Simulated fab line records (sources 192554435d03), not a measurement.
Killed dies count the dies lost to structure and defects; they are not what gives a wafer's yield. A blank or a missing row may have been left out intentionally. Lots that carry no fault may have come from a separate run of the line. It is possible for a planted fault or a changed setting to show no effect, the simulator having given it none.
Matching of chambers / flow n5-finfet / pecvd-03 running N5_BEOL_M11_PECVD_70: 3 sister chambers
The step deposits SiO2 from TEOS/O2, target thk 20 nm, time 22.7 s. 6 wafers are shown with their chamber, then 7 later ones without.

== EACH WAFER AND ITS CHAMBER ==
wafer=L078.2; chamber=2; throttle-valve-pct (%)=21.1; showerhead-plenum-p-Torr (Torr)=8.79
wafer=L081.1; chamber=1; throttle-valve-pct (%)=20.5; showerhead-plenum-p-Torr (Torr)=8.82
wafer=L081.4; chamber=1; throttle-valve-pct (%)=20.4; showerhead-plenum-p-Torr (Torr)=8.82
wafer=L081.5; chamber=0; throttle-valve-pct (%)=22.0; showerhead-plenum-p-Torr (Torr)=8.88
wafer=L085.3; chamber=2; throttle-valve-pct (%)=21.0; showerhead-plenum-p-Torr (Torr)=8.80
wafer=L085.4; chamber=0; throttle-valve-pct (%)=21.9; showerhead-plenum-p-Torr (Torr)=8.88

== WAFERS WITH NO CHAMBER GIVEN ==
wafer=L085.5; throttle-valve-pct (%)=20.6; showerhead-plenum-p-Torr (Torr)=8.84
wafer=L090.2; throttle-valve-pct (%)=21.8; showerhead-plenum-p-Torr (Torr)=8.86
wafer=L090.3; throttle-valve-pct (%)=20.5; showerhead-plenum-p-Torr (Torr)=8.82
wafer=L090.6; throttle-valve-pct (%)=21.4; showerhead-plenum-p-Torr (Torr)=8.79
wafer=L093.2; throttle-valve-pct (%)=21.7; showerhead-plenum-p-Torr (Torr)=8.87
wafer=L093.3; throttle-valve-pct (%)=20.2; showerhead-plenum-p-Torr (Torr)=8.79
wafer=L093.5; throttle-valve-pct (%)=20.4; showerhead-plenum-p-Torr (Torr)=8.82

== THE CHAMBER EACH PASSED THROUGH ==
wafer=L085.5; from the rows above=1; in truth=1
wafer=L090.2; from the rows above=0; in truth=0
wafer=L090.3; from the rows above=1; in truth=1
wafer=L090.6; from the rows above=2; in truth=2
wafer=L093.2; from the rows above=0; in truth=0
wafer=L093.3; from the rows above=1; in truth=1
wafer=L093.5; from the rows above=1; in truth=1
7 of 7 placed correctly. Left unplaced by these rows: 0. Wrongly placed: 0.
How it was worked out, from the rows above alone: a wafer's distance from a chamber is the root of the sum, over the readings, of the square of ((its reading less the chamber's mean) divided by the reading's scatter). The wafer belongs to the nearest chamber; if the next one is less than 2 further off, it can't be placed. Each chamber's mean is taken over the wafers shown for it. How the scatter is found: for the shown wafers, subtract from each reading the mean of its chamber, square and add these, divide the total by (wafers less chambers), then take the root.
